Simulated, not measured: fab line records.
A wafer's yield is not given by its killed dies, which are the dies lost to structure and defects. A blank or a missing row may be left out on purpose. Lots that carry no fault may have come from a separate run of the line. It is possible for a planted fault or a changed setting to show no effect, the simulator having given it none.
Which tool is to blame? | flow n5-finfet | 12 lots with 36 wafers sampled at 2 steps, on a route of 1938 steps

## WHAT THE GAUGES SHOWED, per wafer
N5_PMOS_HMC_CHANNEL_EPI_OVL_MEAS_10.
lot  | measured    | on         | PMOS_HMC_BLK_OVL (nm)
L075 | day 1 23:49 | overlay-02 | 0.8 1.5 0.8
L077 | day 2 11:27 | overlay-01 | 0.9 1.2 0.9
L079 | day 2 23:07 | overlay-01 | 0.8 0.4 1.3
L081 | day 3 11:52 | overlay-01 | -0.2 -0.8 0.0
L083 | day 4 00:00 | overlay-01 | 1.1 -0.2 -0.3
L085 | day 4 12:02 | overlay-01 | -0.1 -0.1 0.1
L087 | day 4 23:19 | overlay-02 | 0.5 -0.7 0.2
L089 | day 5 11:13 | overlay-02 | -0.7 -0.5 -0.3
L091 | day 5 23:34 | overlay-02 | 0.7 0.9 -0.6
L093 | day 6 11:32 | overlay-01 | -0.4 -0.1 0.3
L095 | day 6 23:55 | overlay-01 | 0.5 -0.3 0.0
L097 | day 7 11:28 | overlay-01 | -0.3 -1.1 -0.9

## WHICH TOOL RAN EACH LOT (tool, then ch and the chambers of the sampled wafers, then the start)
lot  | N5_WELL_APT_DESCUM_13
L075 | rie-diel-03 ch 1,2,3, day 1 20:26
L077 | rie-diel-01 ch 0,1, day 2 07:47
L079 | rie-diel-05 ch 0,1,3, day 2 19:48
L081 | rie-diel-05 ch 0,3, day 3 07:50
L083 | rie-diel-01 ch 0,3, day 3 20:15
L085 | rie-diel-01 ch 1,2,3, day 4 08:37
L087 | rie-diel-01 ch 0,3, day 4 19:51
L089 | rie-diel-05 ch 0,1,2, day 5 07:53
L091 | rie-diel-01 ch 0,3, day 5 19:58
L093 | rie-diel-01 ch 1,2,3, day 6 07:48
L095 | rie-diel-01 ch 0,1,2, day 6 20:35
L097 | rie-diel-03 ch 1,2, day 7 08:06
- N5_WELL_APT_DESCUM_13: chemistry O2, time 7.9 s.

## THE ANSWER, worked out from the rows above alone
Rule: usual is defined by the lots themselves. Put in order of their means at a reading, lots are off if they are a third of the lots or fewer, leave a main group of 4 or more, and stand apart from it by a gap of 3 or more times the standard deviation of the main group's means; of several such gaps the widest counts. The tables above print the reading to a certain number of digits; a main group whose means all agree to those digits is not used. Also off: a lot with no number at a reading for which 4 or more lots have one. Where the step has rows for the other lots, those lots are counted as sound.
None of the lots is off at any reading shown; this tells nothing.

## WHAT THE SIMULATOR HAD INSERTED
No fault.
